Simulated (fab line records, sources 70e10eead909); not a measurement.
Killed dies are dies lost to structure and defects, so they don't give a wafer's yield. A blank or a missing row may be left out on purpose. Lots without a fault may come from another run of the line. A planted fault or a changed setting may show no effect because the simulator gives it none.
Which tool did it? | flow nand_harc | 13 lots, 39 wafers sampled, at 4 steps of a route of 1302

WHAT THE GAUGES READ, wafer by wafer
The record holds no reading of a measuring or inspecting step that can be judged against a usual standard deviation.

WHICH TOOL RAN EACH LOT (tool, then ch and the chambers of the sampled wafers, then the start)
lot  | NHARC_A_STAIRCASE_TRIM_24                     | NHARC_A_STAIRCASE_TRIM_187         | NHARC_A_STAIRCASE_ETCH_188         | NHARC_A_STAIRCASE_TRIM_189
L931 | rie_diel-13 ch 1,3, day 16 00:20 or earlier   | rie_diel-13 ch 0,2, day 16 00:20   | rie_diel-13 ch 0,1,3, day 16 01:27 | rie_diel-13 ch 0,1,3, no start
L930 | rie_diel-09 ch 1,2,3, day 16 03:16 or earlier | rie_diel-13 ch 0,2,3, day 16 03:16 | rie_diel-13 ch 0,1,2, day 16 03:25 | rie_diel-13 ch 0,1,3, no start
L932 | rie_diel-09 ch 0,2,3, day 17 08:02 or earlier | rie_diel-11 ch 0,1,2, day 17 08:02 | rie_diel-11 ch 0,1,2, day 17 08:12 | rie_diel-11 ch 0,1,2, no start
L935 | rie_diel-11 ch 0,3, day 18 07:32 or earlier   | rie_diel-11 ch 0,1,2, day 18 07:32 | rie_diel-11 ch 0,2, day 18 07:41   | rie_diel-11 ch 1,2,3, no start
L939 | rie_diel-09 ch 1,2,3, day 19 18:53 or earlier | rie_diel-13 ch 0,1,2, day 19 18:53 | rie_diel-13 ch 0,1,3, day 19 19:02 | rie_diel-13 ch 0,1,2, no start
L943 | rie_diel-13 ch 0,1, day 21 15:01 or earlier   | rie_diel-09 ch 0,1,2, day 21 15:01 | rie_diel-09 ch 0,2, day 21 15:11   | rie_diel-09 ch 0,1, no start
L942 | rie_diel-13 ch 0,1,3, day 22 02:28 or earlier | rie_diel-09 ch 2,3, day 22 02:28   | rie_diel-09 ch 2,3, day 22 02:37   | rie_diel-09 ch 1,3, no start
L947 | rie_diel-11 ch 1,3, day 23 04:09 or earlier   | rie_diel-11 ch 0,1,2, day 23 04:09 | rie_diel-11 ch 0,1,2, day 23 04:17 | rie_diel-11 ch 1,3, no start
L945 | rie_diel-09 ch 0,3, day 23 07:46 or earlier   | rie_diel-09 ch 1,2, day 23 07:46   | rie_diel-09 ch 0,1, day 23 07:56   | rie_diel-09 ch 0,1,3, no start
L951 | rie_diel-09 ch 2,3, day 24 17:14 or earlier   | rie_diel-09 ch 0,2,3, day 24 17:14 | rie_diel-09 ch 0,2,3, day 24 17:22 | rie_diel-09 ch 0,2, no start
L952 | rie_diel-13 ch 0,2,3, day 24 18:07 or earlier | rie_diel-09 ch 1,2,3, day 24 18:07 | rie_diel-09 ch 0,2,3, day 24 18:19 | rie_diel-09 ch 0,1,2, no start
L950 | rie_diel-13 ch 0,2,3, day 24 22:26 or earlier | rie_diel-13 ch 0,1,3, day 24 22:26 | rie_diel-13 ch 0,2, day 24 22:37   | rie_diel-13 ch 1,3, no start
L949 | rie_diel-11 ch 1,2,3, day 24 22:33 or earlier | rie_diel-11 ch 0,1,2, day 24 22:33 | rie_diel-11 ch 1,2,3, day 24 22:43 | rie_diel-11 ch 0,1,3, no start
- NHARC_A_STAIRCASE_TRIM_24: chemistry O2, time 211.2 s.
- NHARC_A_STAIRCASE_TRIM_187: chemistry O2, time 211.2 s.
- NHARC_A_STAIRCASE_ETCH_188: etches the open film in C4F8/O2, target depth 100 nm, time 40.5 s.
- NHARC_A_STAIRCASE_TRIM_189: chemistry O2, time 211.2 s.

WHAT THE TOOLS THEMSELVES READ (means of the sampled wafers that have a number; where no wafer has one, the mark that the record gives instead)
NHARC_A_STAIRCASE_TRIM_24.
lot  | tool        | drypump_motor_current_A (A) | oes_product_au (a.u.) | rf_vpp_V (V) | showerhead_plenum_p_Torr (Torr) | throttle_valve_pct (%)
L931 | rie_diel-13 | 5.2                         | 1.000                 | 56.8         | 3.63                            | 17.042
L930 | rie_diel-09 | 6.0                         | 1.002                 | 57.7         | 3.53                            | 17.033
L932 | rie_diel-09 | 5.6                         | 0.996                 | 57.7         | 3.44                            | 17.036
L935 | rie_diel-11 | 4.9                         | 0.988                 | 58.5         | 3.37                            | 17.027
L939 | rie_diel-09 | 6.0                         | 0.999                 | 58.1         | 3.52                            | 17.034
L943 | rie_diel-13 | 5.4                         | 0.988                 | 57.7         | 3.51                            | 17.040
L942 | rie_diel-13 | 5.3                         | 0.989                 | 56.9         | 3.56                            | 17.026
L947 | rie_diel-11 | 5.3                         | 0.984                 | 57.4         | 3.33                            | 17.036
L945 | rie_diel-09 | 5.1                         | 1.010                 | 57.8         | 3.42                            | 17.037
L951 | rie_diel-09 | 5.5                         | 1.015                 | 57.6         | 3.39                            | 17.031
L952 | rie_diel-13 | 5.7                         | 1.000                 | 58.5         | 3.55                            | 17.035
L950 | rie_diel-13 | 5.8                         | 0.991                 | 58.1         | 3.55                            | 17.037
L949 | rie_diel-11 | 5.9                         | 0.995                 | 57.7         | 3.39                            | 17.037

NHARC_A_STAIRCASE_TRIM_187.
lot  | tool        | drypump_motor_current_A (A) | oes_product_au (a.u.) | rf_vpp_V (V) | showerhead_plenum_p_Torr (Torr) | throttle_valve_pct (%)
L931 | rie_diel-13 | 5.8                         | 0.998                 | 58.7         | 3.54                            | 17.030
L930 | rie_diel-13 | 5.7                         | 1.006                 | 59.3         | 3.58                            | 17.036
L932 | rie_diel-11 | 6.0                         | 1.005                 | 58.0         | 3.48                            | 17.042
L935 | rie_diel-11 | 6.0                         | 0.997                 | 57.0         | 3.48                            | 17.033
L939 | rie_diel-13 | 5.6                         | 0.997                 | 58.0         | 3.54                            | 17.032
L943 | rie_diel-09 | 6.1                         | 1.000                 | 56.9         | 3.53                            | 17.039
L942 | rie_diel-09 | 5.5                         | 1.012                 | 57.3         | 3.40                            | 17.033
L947 | rie_diel-11 | 5.9                         | 0.989                 | 58.2         | 3.46                            | 17.034
L945 | rie_diel-09 | 6.5                         | 1.019                 | 58.5         | 3.61                            | 17.041
L951 | rie_diel-09 | 5.6                         | 1.004                 | 56.9         | 3.40                            | 17.027
L952 | rie_diel-09 | 6.0                         | 1.011                 | 57.2         | 3.49                            | 17.041
L950 | rie_diel-13 | 5.3                         | 0.991                 | 58.3         | 3.55                            | 17.045
L949 | rie_diel-11 | 6.0                         | 0.997                 | 57.6         | 3.45                            | 17.049

NHARC_A_STAIRCASE_ETCH_188.
lot  | tool        | oes_product_au (a.u.) | rf_fwd_power_W (W) | rf_vpp_V (V)
L931 | rie_diel-13 | 0.931                 | 590                | 898
L930 | rie_diel-13 | 0.937                 | 591                | 897
L932 | rie_diel-11 | 0.947                 | 590                | 895
L935 | rie_diel-11 | 0.950                 | 592                | 895
L939 | rie_diel-13 | 0.999                 | 668                | 898
L943 | rie_diel-09 | 0.949                 | 596                | 892
L942 | rie_diel-09 | 0.961                 | 593                | 892
L947 | rie_diel-11 | 0.940                 | 591                | 893
L945 | rie_diel-09 | 0.964                 | 593                | 899
L951 | rie_diel-09 | 0.948                 | 593                | 891
L952 | rie_diel-09 | 0.933                 | 594                | 891
L950 | rie_diel-13 | 0.926                 | 596                | 896
L949 | rie_diel-11 | 0.929                 | 590                | 890

NHARC_A_STAIRCASE_TRIM_189.
lot  | tool        | drypump_motor_current_A (A) | oes_product_au (a.u.) | rf_vpp_V (V) | showerhead_plenum_p_Torr (Torr) | throttle_valve_pct (%)
L931 | rie_diel-13 | 5.3                         | 0.997                 | 57.6         | 3.58                            | 17.054
L930 | rie_diel-13 | 5.3                         | 1.016                 | 58.3         | 3.58                            | 17.038
L932 | rie_diel-11 | 6.0                         | 0.999                 | 58.4         | 3.48                            | 17.042
L935 | rie_diel-11 | 5.9                         | 1.008                 | 57.5         | 3.42                            | 17.035
L939 | rie_diel-13 | 5.6                         | 0.992                 | 58.5         | 3.54                            | 17.030
L943 | rie_diel-09 | 5.6                         | 1.007                 | 58.0         | 3.54                            | 17.029
L942 | rie_diel-09 | 6.0                         | 1.014                 | 58.0         | 3.61                            | 17.035
L947 | rie_diel-11 | 5.3                         | 0.973                 | 57.4         | 3.33                            | 17.043
L945 | rie_diel-09 | 5.6                         | 1.008                 | 57.8         | 3.51                            | 17.042
L951 | rie_diel-09 | 6.1                         | 1.011                 | 57.4         | 3.40                            | 17.029
L952 | rie_diel-09 | 6.0                         | 1.014                 | 58.4         | 3.51                            | 17.033
L950 | rie_diel-13 | 5.2                         | 1.004                 | 58.2         | 3.60                            | 17.038
L949 | rie_diel-11 | 5.4                         | 0.998                 | 57.6         | 3.38                            | 17.037

THE ANSWER, worked out from the rows above alone
Rule: what is usual is taken from the lots themselves. Put in order of their means at a reading, lots are off if they are a third of the lots or fewer, leave a main group of 4 or more, and stand apart from it by a gap of 3 or more times the standard deviation of the main group's means; of several such gaps the widest counts. A main group whose means are all the same, to the digits that the tables above print for the reading, isn't used. A lot without any number at a reading at which 4 lots or more have one is off too. The other lots that the step has rows for count as sound. The gauges are gone through in route order, then the tools' own readings, and for those a lot's mean is taken as printed above. The first step at which some lot is off is used, and at that step the reading that is off furthest; a lot without a number counts as furthest.
Off: L939, at NHARC_A_STAIRCASE_ETCH_188 (rf_fwd_power_W). The main group: mean 592 W, standard deviation 2.1.
A tool fits if, at that step or a process step before it, it ran every lot that is off, and no sound lot after the first of them. NHARC_A_STAIRCASE_TRIM_24 gives no start for some lots, so the hours and the order of its lots are those of NHARC_A_STAIRCASE_TRIM_187. None of those tried fits.

WHAT THE SIMULATOR HAD PUT IN
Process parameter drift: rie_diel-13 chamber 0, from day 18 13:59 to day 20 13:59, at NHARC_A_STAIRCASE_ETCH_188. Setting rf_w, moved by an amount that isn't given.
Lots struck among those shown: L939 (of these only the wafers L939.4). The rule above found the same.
